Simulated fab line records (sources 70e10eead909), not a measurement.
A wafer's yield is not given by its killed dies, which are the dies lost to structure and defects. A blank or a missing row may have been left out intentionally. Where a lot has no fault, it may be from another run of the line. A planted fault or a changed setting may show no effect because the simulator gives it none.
The tool behind it: which one? -- flow nand_harc -- Sampling: 14 lots, 42 wafers, 2 of 1302 route steps

## WHAT EACH GAUGE READ, for each wafer
NHARC_P_ZERO_WELL_CD_MEAS_37: the cd target is 720 nm.
lot,measured,on,cd_nm (nm)
L479,day 2 10:13,cd_sem-03,717.2 720.2 719.0
L480,day 2 19:58,cd_sem-03,719.5 721.4 720.6
L481,day 3 05:53,cd_sem-02,720.1 719.7 718.7
L482,day 3 16:13,cd_sem-02,720.4 722.3 719.7
L483,day 4 02:14,cd_sem-03,720.6 719.5 717.7
L484,day 4 12:06,cd_sem-02,719.5 719.8 719.0
L492,day 7 20:07,cd_sem-01,717.3 716.5 718.7
L493,day 8 06:17,cd_sem-02,721.4 719.0 719.2
L494,day 8 15:59,cd_sem-01,721.4 721.7 721.4
L497,day 9 22:08,cd_sem-03,721.9 722.3 721.7
L498,day 10 08:15,cd_sem-03,721.9 721.9 720.4
L499,day 10 18:08,cd_sem-03,720.6 720.1 718.4
L500,day 11 04:18,cd_sem-01,718.6 718.4 718.0
L501,day 11 14:17,cd_sem-02,720.4 720.7 720.1

## WHICH TOOL RAN EACH LOT (tool, then ch and the chambers of the sampled wafers, then the start)
lot,NHARC_P_ZERO_WELL_IMPLANT_57
L479,"implanter-02 ch 0, day 2 09:04"
L480,"implanter-02 ch 0, day 2 18:56"
L481,"implanter-01 ch 0, day 3 04:51"
L482,"implanter-02 ch 0, day 3 15:05"
L483,"implanter-02, day 4 01:14"
L484,"implanter-02, day 4 11:02"
L492,"implanter-02 ch 0, day 7 19:06"
L493,"implanter-02 ch 0, day 8 05:11"
L494,"implanter-02 ch 0, day 8 14:51"
L497,"implanter-01 ch 0, day 9 21:08"
L498,"implanter-01 ch 0, day 10 07:09"
L499,"implanter-01 ch 0, day 10 16:59"
L500,"implanter-01 ch 0, day 11 03:16"
L501,"implanter-02 ch 0, day 11 13:10"
- NHARC_P_ZERO_WELL_IMPLANT_57

## AS READ BY THE TOOLS THEMSELVES (means over the sampled wafers that have a number; for cases with no such wafer, the mark the record gives instead)
NHARC_P_ZERO_WELL_IMPLANT_57.
lot,tool,beam_energy_keV,beam_on_s (s)
L479,implanter-02,249.98,10.09
L480,implanter-02,250.00,9.87
L481,implanter-01,250.04,9.82
L482,implanter-02,250.01,9.87
L483,implanter-02,-,-
L484,implanter-02,-,-
L492,implanter-02,250.02,9.93
L493,implanter-02,249.99,9.99
L494,implanter-02,250.11,10.01
L497,implanter-01,249.98,9.90
L498,implanter-01,249.98,9.92
L499,implanter-01,249.91,10.09
L500,implanter-01,250.07,10.14
L501,implanter-02,250.10,9.80

## THE ANSWER, worked out from the rows above alone
Rule: what is usual is taken from the lots themselves. The widest of any qualifying gaps counts: lots, ordered by their means at a reading, are off when they make up no more than a third of the lots, leave a main group of 4 or more, and stand apart from it by 3 or more times the standard deviation of that group's means. If all means in a main group match to the digits the tables above print for the reading, that group is not used. A lot without any number at a reading at which 4 lots or more have one is off too. The other lots that the step has rows for count as sound. Order of review: gauges by route order, followed by the tools' own readings, for which a lot's mean as printed above is used. At the first step where some lot is off, the reading lying furthest off is the one used; lots without a number count as furthest.
Off, at NHARC_P_ZERO_WELL_IMPLANT_57 on beam_energy_keV: L483, L484. Without a number there: L483, L484. Main group: mean 250.02, sd 0.054.
If a tool, at that step or one of the process steps before it, ran each lot that is off and ran no sound lot following the first of them, it fits. Of those tried, none fits.

## WHAT THE SIMULATOR HAD PUT IN
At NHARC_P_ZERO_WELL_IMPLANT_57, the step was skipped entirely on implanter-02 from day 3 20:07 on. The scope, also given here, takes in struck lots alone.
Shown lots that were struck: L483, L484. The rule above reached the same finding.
